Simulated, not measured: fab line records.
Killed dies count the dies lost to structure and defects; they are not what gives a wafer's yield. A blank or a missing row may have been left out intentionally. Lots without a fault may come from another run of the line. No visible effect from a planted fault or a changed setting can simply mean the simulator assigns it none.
Which tool was responsible?    flow n5Finfet    27 wafers from 9 lots sampled at 2 of the route's 1938 steps

## WHAT EACH GAUGE READ, for each wafer
N5_MOL_CONTACT_COAG_CD_MEAS_40: the cd target is 25.1 nm.
lot   measured      on        cdNm (nm)
L530  day 5 09:14   cdSem-03  25.22 24.89 25.13
L531  day 5 14:26   cdSem-03  25.26 25.24 25.26
L532  day 5 22:47   cdSem-03  25.53 24.88 25.09
L540  day 8 02:50   cdSem-02  25.23 25.14 24.67
L542  day 8 10:07   cdSem-02  25.18 24.85 25.21
L545  day 9 05:32   cdSem-02  25.40 25.67 25.06
L548  day 9 22:29   cdSem-01  25.28 25.03 25.19
L549  day 10 02:23  cdSem-01  25.06 24.95 25.21
L551  day 10 19:46  cdSem-03  25.00 24.70 25.33

## WHICH TOOL RAN EACH LOT (tool, then ch and the chambers of the sampled wafers, then the start)
lot   N5_MOL_CONTACT_COAG_STRIP_119
L530  plasmaAsher-01 ch 0,1, day 5 08:38
L531  plasmaAsher-01 ch 0,1, day 5 13:51
L532  plasmaAsher-02 ch 0,1, day 5 22:09
L540  plasmaAsher-01 ch 0, day 8 02:19
L542  plasmaAsher-02 ch 0,1, day 8 09:38
L545  plasmaAsher-01 ch 0,1, day 9 04:56
L548  plasmaAsher-01 ch 0, day 9 22:01
L549  plasmaAsher-02 ch 0,1, day 10 01:48
L551  plasmaAsher-01 ch 0,1, day 10 19:11
- N5_MOL_CONTACT_COAG_STRIP_119: strips in N2/H2, time 30 s.

## THE ANSWER, worked out from the rows above alone
Rule: usual is defined by the lots themselves. The widest of any qualifying gaps counts: lots, ordered by their means at a reading, are off when they make up no more than a third of the lots, leave a main group of 4 or more, and stand apart from it by 3 or more times the standard deviation of that group's means. The tables above print the reading to a certain number of digits; a main group whose means all agree to those digits is not used. A lot without any number at a reading at which 4 lots or more have one is off too. Where the step has rows for the other lots, those lots are counted as sound.
No lot is off on any of the readings shown, so nothing can be concluded from this.

## WHAT WAS PUT IN BY THE SIMULATOR
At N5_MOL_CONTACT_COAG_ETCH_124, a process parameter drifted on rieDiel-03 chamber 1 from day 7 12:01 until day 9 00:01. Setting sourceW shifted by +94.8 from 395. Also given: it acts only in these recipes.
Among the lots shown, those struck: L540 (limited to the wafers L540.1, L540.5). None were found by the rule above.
